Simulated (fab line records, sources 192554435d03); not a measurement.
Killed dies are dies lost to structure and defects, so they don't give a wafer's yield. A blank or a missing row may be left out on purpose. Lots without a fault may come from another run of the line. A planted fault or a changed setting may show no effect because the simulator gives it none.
Chamber matching | flow n5_finfet | N5_BEOL_M8_ETCH_66 on rie_diel-03: 4 sister chambers
The step etches SOC in N2/H2, target depth 80 nm, overetch 16 nm, time 120 s. 16 wafers are shown with their chamber, then 8 later ones without.

WAFERS WITH THEIR CHAMBER
wafer  | chamber | drypump_motor_current_A (A) | throttle_valve_pct (%) | oes_product_au (a.u.)
L074.2 | 2       | 5.8                         | 17.87                  | 0.69
L074.4 | 0       | 6.5                         | 18.23                  | 0.66
L074.6 | 3       | 5.9                         | 18.27                  | 0.55
L077.1 | 3       | 5.9                         | 18.27                  | 0.55
L077.2 | 1       | 5.5                         | 17.72                  | 0.54
L077.5 | 1       | 5.5                         | 17.73                  | 0.54
L080.2 | 0       | 6.5                         | 18.25                  | 0.66
L080.4 | 2       | 5.8                         | 17.90                  | 0.68
L080.5 | 1       | 5.5                         | 17.70                  | 0.54
L079.2 | 1       | 5.5                         | 17.73                  | 0.54
L079.4 | 2       | 5.8                         | 17.89                  | 0.68
L079.6 | 0       | 6.5                         | 18.26                  | 0.66
L085.2 | 1       | 5.5                         | 17.74                  | 0.53
L085.3 | 2       | 5.8                         | 17.90                  | 0.66
L085.6 | 2       | 5.8                         | 17.90                  | 0.67
L084.1 | 1       | 5.6                         | 17.75                  | 0.53

SIGNATURES (means of the wafers above)
reading                 | chamber 0 | chamber 1 | chamber 2 | chamber 3 | scatter within a chamber
drypump_motor_current_A | 6.500     | 5.517     | 5.800     | 5.900     | 0.0264
throttle_valve_pct      | 18.2467   | 17.7283   | 17.8920   | 18.2700   | 0.0148
oes_product_au          | 0.6600    | 0.5367    | 0.6760    | 0.5500    | 0.00738
Rule: a wafer's distance from a chamber is the root of the sum, over the readings, of the square of ((its reading less the chamber's mean) divided by the reading's scatter). The wafer belongs to the nearest chamber; if the next one is less than 2 further off, it can't be placed. The scatter: the root of (the sum of the squares of (reading less its chamber's mean) over the shown wafers, divided by (wafers less chambers)).

WAFERS WITHOUT THEIR CHAMBER
wafer  | drypump_motor_current_A (A) | throttle_valve_pct (%) | oes_product_au (a.u.)
L084.3 | 5.8                         | 18.30                  | 0.54
L084.4 | 5.8                         | 17.90                  | 0.66
L088.2 | 6.5                         | 18.31                  | 0.63
L088.4 | 5.8                         | 17.92                  | 0.65
L088.6 | 5.8                         | 17.92                  | 0.65
L095.2 | 5.9                         | 18.34                  | 0.53
L095.5 | 5.6                         | 17.78                  | 0.52
L095.6 | 6.5                         | 18.31                  | 0.62

WHICH CHAMBER EACH WENT THROUGH
wafer  | from the rows above | in truth
L084.3 | 3                   | 3
L084.4 | 2                   | 2
L088.2 | 0                   | 0
L088.4 | 2                   | 2
L088.6 | 2                   | 2
L095.2 | 3                   | 3
L095.5 | 1                   | 1
L095.6 | 0                   | 0
Placed correctly: 8 of 8. Can't be placed from these rows: 0. Placed wrongly: 0.
